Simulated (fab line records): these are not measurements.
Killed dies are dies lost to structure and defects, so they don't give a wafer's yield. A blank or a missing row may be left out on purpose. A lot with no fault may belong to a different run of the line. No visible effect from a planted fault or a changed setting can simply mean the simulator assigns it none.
Code-filled problem report in 8D (eight disciplines) form | flow n5Finfet | the parts of the form that need people (team, actions taken, sign-off) are left out

== 1. WHAT IS WRONG ==
cdNm at N5_WELL_APT_CD_MEAS_25 reads a mean of 211.9 nm on 2 wafers of 2 lots; wafers without a fault read 199.1 nm with a standard deviation of 2.4. Measured from the usual mean, that is +5.4 standard deviations.
The step: target cd 200 nm.
Seen first at day 5 09:11 on cdSem-01, wafer L924.6. Wafers with a number at this step in the record: 28, from 10 lots. Rule for "out", or "out of limits": more than 4 standard deviations from the usual mean. The rest of the wafers with a number are treated as sound.

== 2. WHAT IT IS; WHAT IT IS NOT ==
question                    | is               | is not
which readings at this step | cdNm             | -
which lots                  | L924, L926       | L910, L912, L915, L916, L922, L928, L930, L931
which wafers of those lots  | L924.6, L926.6   | L924.4, L926.4
read on which gauges        | cdSem-01         | cdSem-02, cdSem-03
when                        | from day 5 09:11 | up to then (16 sound wafers); but 10 sound wafers of L926, L928, L930, L931 came after

== 3. SUSPECTS, AND WHAT RULES EACH OUT ==
Counting: if a tool at a process step up to the reading ran every lot that is out, it stays a suspect. Sound lots after the first of them don't rule it out here, since some wafers of a struck lot are sound.
- the gauge at N5_WELL_APT_CD_MEAS_25: kept. All the wafers that are out were read on cdSem-01, and no step on other tools shows them out.
- lithoTrack-04 at N5_WELL_APT_PEB_23 (peb time 90 s): kept. It ran every lot that is out, first L924 (day 5 09:04); its last sound lot up to then is L922 (day 4 21:08).
The count leaves cdSem-01 at N5_WELL_APT_CD_MEAS_25 and lithoTrack-04 at N5_WELL_APT_PEB_23.

== 4. THE CAUSE (what the simulator had put in) ==
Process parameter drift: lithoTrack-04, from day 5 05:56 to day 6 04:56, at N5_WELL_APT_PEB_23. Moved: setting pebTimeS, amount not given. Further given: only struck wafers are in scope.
Of the 2 suspects that counting leaves, this tool is one.

== 5. THE CHAIN OF EFFECTS, in route order ==
One row per reading whose mean, taken over the struck wafers that have a number, lies over 3 standard deviations from the usual. Readings are gone through only where the record gives a usual standard deviation; hours: the median, over the lots, of the time from a lot's start at the first step in this table giving one to that lot's start at this step; sigmas: the change measured in usual standard deviations.
hours | step                   | reading | usual    | on struck wafers | change | sigmas
0     | N5_WELL_APT_CD_MEAS_25 | cdNm    | 199.1 nm | 211.9            | +12.8  | +5.4
At these later measuring or inspecting steps, every struck wafer for which the step has a row has a number for every such reading, and none has moved that far: N5_BEOL_M4_RC_MEAS_101.

== 6. HOW IT WOULD HAVE BEEN CAUGHT EARLIER ==
3 hours passed between the start of the fault at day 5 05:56 and the first reading out of limits at a measuring or inspecting step in this record, taken at day 5 09:11.
Tool readings at N5_WELL_APT_PEB_23 with a usual standard deviation given in the record: none out on any struck wafer, hence no alarm at a limit of 4 standard deviations on them.
L926, from the lots that are out (2), started N5_WELL_APT_PEB_23 on lithoTrack-04 later than day 5 09:11. Putting the tool on hold at that point would have spared it.
